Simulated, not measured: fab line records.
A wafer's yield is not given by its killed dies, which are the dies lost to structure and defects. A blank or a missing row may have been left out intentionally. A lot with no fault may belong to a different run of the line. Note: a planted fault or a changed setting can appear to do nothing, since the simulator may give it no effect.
Which tool is to blame? :: flow nand harc :: Sampling: 13 lots, 39 wafers, 5 of 1302 route steps

## WHAT EACH GAUGE READ, for each wafer
NHARC_A_M0_CD_MEAS_09: the cd target is 80 nm. Usual: 79.7 nm for cd nm, sd 0.6.
lot: L767
measured: day 22 17:14
on: cd sem-01
cd nm (nm): 80.0 80.7 80.2
flag: 

lot: L768
measured: day 23 12:47
on: cd sem-03
cd nm (nm): 78.6 79.9 79.4
flag: 

lot: L770
measured: day 24 00:35
on: cd sem-01
cd nm (nm): 79.4 80.4 80.1
flag: 

lot: L772
measured: day 24 00:05
on: cd sem-01
cd nm (nm): 80.1 80.0 80.0
flag: 

lot: L771
measured: day 24 04:52
on: cd sem-01
cd nm (nm): 78.4 79.7 79.7
flag: 

lot: L769
measured: day 24 06:20
on: cd sem-01
cd nm (nm): 80.1 80.2 80.4
flag: 

lot: L773
measured: day 25 08:37
on: cd sem-03
cd nm (nm): 79.0 78.8 78.6
flag: 

lot: L775
measured: day 25 18:52
on: cd sem-02
cd nm (nm): 78.1 79.8 79.1
flag: 

lot: L778
measured: day 27 12:34
on: cd sem-01
cd nm (nm): 77.8 72.7 74.0
flag: OFF

lot: L785
measured: day 30 05:50
on: cd sem-03
cd nm (nm): 79.8 79.2 80.5
flag: 

lot: L786
measured: day 30 20:17
on: cd sem-03
cd nm (nm): 79.5 79.1 79.5
flag: 

lot: L788
measured: day 31 07:17
on: cd sem-01
cd nm (nm): 79.8 79.1 78.8
flag: 

lot: L790
measured: day 32 22:59
on: cd sem-03
cd nm (nm): 79.6 80.1 79.5
flag: 

## WHAT TOOL EACH LOT RAN ON (gives the tool, then ch and the chambers of the sampled wafers, and finally the start)
lot: L767
NHARC_A_BLC_DESCUM_15: rie diel-13 ch 1,2, day 22 13:17
NHARC_A_BLC_ETCH_16: rie diel-13 ch 1,3, day 22 13:23
NHARC_A_BLC_ETCH_17: rie diel-13 ch 0,3, day 22 17:05 or earlier
NHARC_A_M0_EXPOSE_06: arfi scanner-02 ch 0, day 22 17:05

lot: L768
NHARC_A_BLC_DESCUM_15: rie diel-07 ch 1,2, day 23 08:53
NHARC_A_BLC_ETCH_16: rie diel-07 ch 1,2, day 23 08:58
NHARC_A_BLC_ETCH_17: rie diel-07 ch 1,2, day 23 12:38 or earlier
NHARC_A_M0_EXPOSE_06: arfi scanner-01 ch 0, day 23 12:38

lot: L770
NHARC_A_BLC_DESCUM_15: rie diel-13 ch 0,1, day 23 20:03
NHARC_A_BLC_ETCH_16: rie diel-13 ch 0,1, day 23 20:12
NHARC_A_BLC_ETCH_17: rie diel-13 ch 0,1, day 23 20:19
NHARC_A_M0_EXPOSE_06: arfi scanner-01 ch 0, day 24 00:27

lot: L772
NHARC_A_BLC_DESCUM_15: rie diel-07 ch 0,1,3, day 23 20:14
NHARC_A_BLC_ETCH_16: rie diel-07 ch 1,2,3, day 23 20:19
NHARC_A_BLC_ETCH_17: rie diel-07 ch 0,1, day 23 23:57 or earlier
NHARC_A_M0_EXPOSE_06: arfi scanner-02 ch 0, day 23 23:57

lot: L771
NHARC_A_BLC_DESCUM_15: rie diel-05 ch 0,1, day 24 00:57
NHARC_A_BLC_ETCH_16: rie diel-05 ch 0,1, day 24 01:05
NHARC_A_BLC_ETCH_17: rie diel-05 ch 1,2,3, day 24 04:44 or earlier
NHARC_A_M0_EXPOSE_06: arfi scanner-03 ch 0, day 24 04:44

lot: L769
NHARC_A_BLC_DESCUM_15: rie diel-13 ch 0,1,2, day 24 02:26
NHARC_A_BLC_ETCH_16: rie diel-13 ch 0,1,2, day 24 02:32
NHARC_A_BLC_ETCH_17: rie diel-13 ch 0,1,2, day 24 06:12 or earlier
NHARC_A_M0_EXPOSE_06: arfi scanner-03 ch 0, day 24 06:12

lot: L773
NHARC_A_BLC_DESCUM_15: rie diel-07 ch 1,2, day 25 04:47
NHARC_A_BLC_ETCH_16: rie diel-07 ch 0,2, day 25 04:52
NHARC_A_BLC_ETCH_17: rie diel-07 ch 0,2,3, day 25 08:29 or earlier
NHARC_A_M0_EXPOSE_06: arfi scanner-02 ch 0, day 25 08:29

lot: L775
NHARC_A_BLC_DESCUM_15: rie diel-13 ch 0,2, day 25 14:50
NHARC_A_BLC_ETCH_16: rie diel-13 ch 0,1,2, day 25 14:57
NHARC_A_BLC_ETCH_17: rie diel-13 ch 0,1, day 25 18:43 or earlier
NHARC_A_M0_EXPOSE_06: arfi scanner-03 ch 0, day 25 18:43

lot: L778
NHARC_A_BLC_DESCUM_15: rie diel-13 ch 0,2, day 27 08:07
NHARC_A_BLC_ETCH_16: rie diel-13 ch 1,2, day 27 08:12
NHARC_A_BLC_ETCH_17: rie diel-13 ch 0,1, day 27 12:25 or earlier
NHARC_A_M0_EXPOSE_06: arfi scanner-02 ch 0, day 27 12:25

lot: L785
NHARC_A_BLC_DESCUM_15: rie diel-07 ch 0,2, day 30 01:48
NHARC_A_BLC_ETCH_16: rie diel-07 ch 0,1, day 30 01:53
NHARC_A_BLC_ETCH_17: rie diel-07 ch 1,2, day 30 05:41 or earlier
NHARC_A_M0_EXPOSE_06: arfi scanner-02 ch 0, day 30 05:41

lot: L786
NHARC_A_BLC_DESCUM_15: rie diel-07 ch 0,1,2, day 30 16:17
NHARC_A_BLC_ETCH_16: rie diel-07 ch 0,2, day 30 16:23
NHARC_A_BLC_ETCH_17: rie diel-07 ch 0,1, day 30 20:09 or earlier
NHARC_A_M0_EXPOSE_06: arfi scanner-01 ch 0, day 30 20:09

lot: L788
NHARC_A_BLC_DESCUM_15: rie diel-13 ch 0,3, day 31 03:24
NHARC_A_BLC_ETCH_16: rie diel-13 ch 0,1,3, day 31 03:29
NHARC_A_BLC_ETCH_17: rie diel-13 ch 0,1,2, day 31 07:10 or earlier
NHARC_A_M0_EXPOSE_06: arfi scanner-03 ch 0, day 31 07:10

lot: L790
NHARC_A_BLC_DESCUM_15: rie diel-13 ch 0,2, day 32 19:08
NHARC_A_BLC_ETCH_16: rie diel-13 ch 1,2,3, day 32 19:14
NHARC_A_BLC_ETCH_17: rie diel-13 ch 1,3, day 32 22:51 or earlier
NHARC_A_M0_EXPOSE_06: arfi scanner-01 ch 0, day 32 22:51
- NHARC_A_BLC_DESCUM_15: chemistry O2, time 3 s.
- NHARC_A_BLC_ETCH_16: etches the open film in CF4, target depth 39 nm, time 65 s.
- NHARC_A_BLC_ETCH_17: etches the open film in N2/H2, target depth 390 nm, time 609.38 s.
- NHARC_A_M0_EXPOSE_06: exposes mask A M0, target cd 80 nm.

## AS READ BY THE TOOLS THEMSELVES (means over the sampled wafers that have a number; for cases with no such wafer, the mark the record gives instead)
NHARC_A_BLC_DESCUM_15. Usual: drypump motor current A 5.6 A, standard deviation 0.39; oes product au 0.998 a.u., standard deviation 0.0086; rf vpp V 57.6 V, standard deviation 0.89; showerhead plenum p Torr 1.88 Torr, standard deviation 0.079; throttle valve pct 11.312 %, standard deviation 0.0094.
lot: L767
tool: rie diel-13
drypump motor current A (A): 5.7
oes product au (a.u.): 1.006
rf vpp V (V): 58.1
showerhead plenum p Torr (Torr): 1.92
throttle valve pct (%): 11.308
flag: 

lot: L768
tool: rie diel-07
drypump motor current A (A): 5.1
oes product au (a.u.): 1.001
rf vpp V (V): 58.3
showerhead plenum p Torr (Torr): 1.80
throttle valve pct (%): 11.305
flag: 

lot: L770
tool: rie diel-13
drypump motor current A (A): 5.9
oes product au (a.u.): 1.002
rf vpp V (V): 58.0
showerhead plenum p Torr (Torr): 1.92
throttle valve pct (%): 11.310
flag: 

lot: L772
tool: rie diel-07
drypump motor current A (A): 5.3
oes product au (a.u.): 0.992
rf vpp V (V): 57.3
showerhead plenum p Torr (Torr): 1.80
throttle valve pct (%): 11.315
flag: 

lot: L771
tool: rie diel-05
drypump motor current A (A): 6.4
oes product au (a.u.): 0.983
rf vpp V (V): 57.1
showerhead plenum p Torr (Torr): 1.90
throttle valve pct (%): 11.306
flag: 

lot: L769
tool: rie diel-13
drypump motor current A (A): 5.8
oes product au (a.u.): 0.999
rf vpp V (V): 57.3
showerhead plenum p Torr (Torr): 1.92
throttle valve pct (%): 11.307
flag: 

lot: L773
tool: rie diel-07
drypump motor current A (A): 5.1
oes product au (a.u.): 1.004
rf vpp V (V): 57.6
showerhead plenum p Torr (Torr): 1.80
throttle valve pct (%): 11.310
flag: 

lot: L775
tool: rie diel-13
drypump motor current A (A): 5.9
oes product au (a.u.): 0.995
rf vpp V (V): 57.4
showerhead plenum p Torr (Torr): 1.96
throttle valve pct (%): 11.321
flag: 

lot: L778
tool: rie diel-13
drypump motor current A (A): 5.9
oes product au (a.u.): 1.000
rf vpp V (V): 58.9
showerhead plenum p Torr (Torr): 1.97
throttle valve pct (%): 11.311
flag: 

lot: L785
tool: rie diel-07
drypump motor current A (A): 5.3
oes product au (a.u.): 1.003
rf vpp V (V): 56.9
showerhead plenum p Torr (Torr): 1.78
throttle valve pct (%): 11.315
flag: 

lot: L786
tool: rie diel-07
drypump motor current A (A): 5.1
oes product au (a.u.): 1.001
rf vpp V (V): 57.9
showerhead plenum p Torr (Torr): 1.79
throttle valve pct (%): 11.305
flag: 

lot: L788
tool: rie diel-13
drypump motor current A (A): 5.9
oes product au (a.u.): 0.993
rf vpp V (V): 58.2
showerhead plenum p Torr (Torr): 1.93
throttle valve pct (%): 11.307
flag: 

lot: L790
tool: rie diel-13
drypump motor current A (A): 6.0
oes product au (a.u.): 0.992
rf vpp V (V): 58.0
showerhead plenum p Torr (Torr): 1.95
throttle valve pct (%): 11.311
flag: 

NHARC_A_BLC_ETCH_16. Usual: bias w 100.00 W, standard deviation 0.27; drypump motor current A 5.6 A, standard deviation 0.39; oes product au 0.999 a.u., standard deviation 0.009; rf vpp V 150.9 V, standard deviation 1.2; showerhead plenum p Torr 1.74 Torr, standard deviation 0.069; throttle valve pct 13.283 %, standard deviation 0.0099.
lot: L767
tool: rie diel-13
bias w (W): 100.28
drypump motor current A (A): 5.6
oes product au (a.u.): 0.995
rf vpp V (V): 151.4
showerhead plenum p Torr (Torr): 1.71
throttle valve pct (%): 13.286
flag: 

lot: L768
tool: rie diel-07
bias w (W): 100.12
drypump motor current A (A): 5.1
oes product au (a.u.): 1.005
rf vpp V (V): 149.5
showerhead plenum p Torr (Torr): 1.67
throttle valve pct (%): 13.299
flag: 

lot: L770
tool: rie diel-13
bias w (W): 100.07
drypump motor current A (A): 5.8
oes product au (a.u.): 1.005
rf vpp V (V): 151.6
showerhead plenum p Torr (Torr): 1.77
throttle valve pct (%): 13.272
flag: 

lot: L772
tool: rie diel-07
bias w (W): 100.14
drypump motor current A (A): 5.3
oes product au (a.u.): 1.002
rf vpp V (V): 149.0
showerhead plenum p Torr (Torr): 1.67
throttle valve pct (%): 13.284
flag: 

lot: L771
tool: rie diel-05
bias w (W): 100.04
drypump motor current A (A): 6.4
oes product au (a.u.): 0.980
rf vpp V (V): 151.5
showerhead plenum p Torr (Torr): 1.76
throttle valve pct (%): 13.275
flag: 

lot: L769
tool: rie diel-13
bias w (W): 99.74
drypump motor current A (A): 5.8
oes product au (a.u.): 1.000
rf vpp V (V): 151.4
showerhead plenum p Torr (Torr): 1.78
throttle valve pct (%): 13.278
flag: 

lot: L773
tool: rie diel-07
bias w (W): 100.08
drypump motor current A (A): 5.3
oes product au (a.u.): 0.983
rf vpp V (V): 149.8
showerhead plenum p Torr (Torr): 1.65
throttle valve pct (%): 13.283
flag: 

lot: L775
tool: rie diel-13
bias w (W): 100.00
drypump motor current A (A): 5.8
oes product au (a.u.): 0.999
rf vpp V (V): 151.0
showerhead plenum p Torr (Torr): 1.78
throttle valve pct (%): 13.288
flag: 

lot: L778
tool: rie diel-13
bias w (W): 100.16
drypump motor current A (A): 5.7
oes product au (a.u.): 0.994
rf vpp V (V): 151.5
showerhead plenum p Torr (Torr): 1.74
throttle valve pct (%): 13.282
flag: 

lot: L785
tool: rie diel-07
bias w (W): 100.06
drypump motor current A (A): 5.0
oes product au (a.u.): 0.998
rf vpp V (V): 149.8
showerhead plenum p Torr (Torr): 1.67
throttle valve pct (%): 13.280
flag: 

lot: L786
tool: rie diel-07
bias w (W): 99.85
drypump motor current A (A): 5.3
oes product au (a.u.): 1.001
rf vpp V (V): 150.2
showerhead plenum p Torr (Torr): 1.66
throttle valve pct (%): 13.279
flag: 

lot: L788
tool: rie diel-13
bias w (W): 99.85
drypump motor current A (A): 5.8
oes product au (a.u.): 0.988
rf vpp V (V): 151.5
showerhead plenum p Torr (Torr): 1.75
throttle valve pct (%): 13.295
flag: 

lot: L790
tool: rie diel-13
bias w (W): 99.92
drypump motor current A (A): 5.7
oes product au (a.u.): 1.005
rf vpp V (V): 150.8
showerhead plenum p Torr (Torr): 1.75
throttle valve pct (%): 13.268
flag: 

NHARC_A_BLC_ETCH_17. Usual: bias w 150.0 W, standard deviation 0.4; drypump motor current A 5.6 A, standard deviation 0.39; oes product au 0.999 a.u., standard deviation 0.0083; rf vpp V 429.6 V, standard deviation 2.5; showerhead plenum p Torr 2.00 Torr, standard deviation 0.085; throttle valve pct 14.170 %, standard deviation 0.0093.
lot: L767
tool: rie diel-13
bias w (W): 150.0
drypump motor current A (A): 5.8
oes product au (a.u.): 0.995
rf vpp V (V): 430.2
showerhead plenum p Torr (Torr): 2.04
throttle valve pct (%): 14.164
flag: 

lot: L768
tool: rie diel-07
bias w (W): 150.1
drypump motor current A (A): 5.0
oes product au (a.u.): 1.001
rf vpp V (V): 428.0
showerhead plenum p Torr (Torr): 1.92
throttle valve pct (%): 14.171
flag: 

lot: L770
tool: rie diel-13
bias w (W): 149.7
drypump motor current A (A): 5.9
oes product au (a.u.): 1.001
rf vpp V (V): 430.4
showerhead plenum p Torr (Torr): 2.04
throttle valve pct (%): 14.164
flag: 

lot: L772
tool: rie diel-07
bias w (W): 149.8
drypump motor current A (A): 5.0
oes product au (a.u.): 0.997
rf vpp V (V): 427.6
showerhead plenum p Torr (Torr): 1.92
throttle valve pct (%): 14.169
flag: 

lot: L771
tool: rie diel-05
bias w (W): 149.9
drypump motor current A (A): 5.7
oes product au (a.u.): 0.997
rf vpp V (V): 431.0
showerhead plenum p Torr (Torr): 2.04
throttle valve pct (%): 14.177
flag: 

lot: L769
tool: rie diel-13
bias w (W): 150.0
drypump motor current A (A): 5.8
oes product au (a.u.): 1.002
rf vpp V (V): 431.6
showerhead plenum p Torr (Torr): 2.05
throttle valve pct (%): 14.169
flag: 

lot: L773
tool: rie diel-07
bias w (W): 150.3
drypump motor current A (A): 5.4
oes product au (a.u.): 0.987
rf vpp V (V): 426.9
showerhead plenum p Torr (Torr): 1.91
throttle valve pct (%): 14.169
flag: 

lot: L775
tool: rie diel-13
bias w (W): 150.1
drypump motor current A (A): 5.7
oes product au (a.u.): 0.986
rf vpp V (V): 429.3
showerhead plenum p Torr (Torr): 2.00
throttle valve pct (%): 14.171
flag: 

lot: L778
tool: rie diel-13
bias w (W): 149.7
drypump motor current A (A): 5.7
oes product au (a.u.): 1.006
rf vpp V (V): 430.1
showerhead plenum p Torr (Torr): 2.00
throttle valve pct (%): 14.170
flag: 

lot: L785
tool: rie diel-07
bias w (W): 150.4
drypump motor current A (A): 5.1
oes product au (a.u.): 1.005
rf vpp V (V): 427.3
showerhead plenum p Torr (Torr): 1.91
throttle valve pct (%): 14.170
flag: 

lot: L786
tool: rie diel-07
bias w (W): 150.1
drypump motor current A (A): 5.2
oes product au (a.u.): 0.999
rf vpp V (V): 426.0
showerhead plenum p Torr (Torr): 1.90
throttle valve pct (%): 14.169
flag: 

lot: L788
tool: rie diel-13
bias w (W): 149.9
drypump motor current A (A): 5.8
oes product au (a.u.): 1.001
rf vpp V (V): 430.6
showerhead plenum p Torr (Torr): 2.04
throttle valve pct (%): 14.170
flag: 

lot: L790
tool: rie diel-13
bias w (W): 149.8
drypump motor current A (A): 5.7
oes product au (a.u.): 0.995
rf vpp V (V): 429.6
showerhead plenum p Torr (Torr): 1.98
throttle valve pct (%): 14.174
flag: 

NHARC_A_M0_EXPOSE_06. Usual: 83.17 for exposure dose mJ cm2, sd 0.072.
lot: L767
tool: arfi scanner-02
exposure dose mJ cm2: 83.13
flag: 

lot: L768
tool: arfi scanner-01
exposure dose mJ cm2: 83.26
flag: 

lot: L770
tool: arfi scanner-01
exposure dose mJ cm2: 83.19
flag: 

lot: L772
tool: arfi scanner-02
exposure dose mJ cm2: 83.27
flag: 

lot: L771
tool: arfi scanner-03
exposure dose mJ cm2: 83.22
flag: 

lot: L769
tool: arfi scanner-03
exposure dose mJ cm2: 83.22
flag: 

lot: L773
tool: arfi scanner-02
exposure dose mJ cm2: 83.10
flag: 

lot: L775
tool: arfi scanner-03
exposure dose mJ cm2: 83.23
flag: 

lot: L778
tool: arfi scanner-02
exposure dose mJ cm2: 84.10
flag: OFF

lot: L785
tool: arfi scanner-02
exposure dose mJ cm2: 83.18
flag: 

lot: L786
tool: arfi scanner-01
exposure dose mJ cm2: 83.21
flag: 

lot: L788
tool: arfi scanner-03
exposure dose mJ cm2: 83.22
flag: 

lot: L790
tool: arfi scanner-01
exposure dose mJ cm2: 83.12
flag: 

## THE ANSWER, worked out from the rows above alone
Rule: take the mean of a lot's wafers that have a number; if it is more than 3 standard deviations from the usual mean, the lot is off. Also off: a lot with no number at a reading for which 4 or more lots have one. All remaining lots with rows at the step are treated as sound. First the gauges in route order, then the tools' own readings, where a lot's mean is used as printed above. The first step at which some lot is off is used, and at that step the reading that is off furthest; a lot without a number counts as furthest.
Off: L778 (NHARC_A_M0_CD_MEAS_09, cd nm).
If a tool, at a process step before that reading, ran all the lots that are off and no sound lot after the first of them, it fits. The gauges at NHARC_A_M0_CD_MEAS_09 aren't tried: what is off there is off at NHARC_A_M0_EXPOSE_06 too, on other tools, and a gauge's error can't cause that. NHARC_A_BLC_ETCH_17: start missing for some lots; hours and lot order therefore follow NHARC_A_M0_EXPOSE_06. None of those tried fits.

## WHAT THE SIMULATOR HAD PUT IN
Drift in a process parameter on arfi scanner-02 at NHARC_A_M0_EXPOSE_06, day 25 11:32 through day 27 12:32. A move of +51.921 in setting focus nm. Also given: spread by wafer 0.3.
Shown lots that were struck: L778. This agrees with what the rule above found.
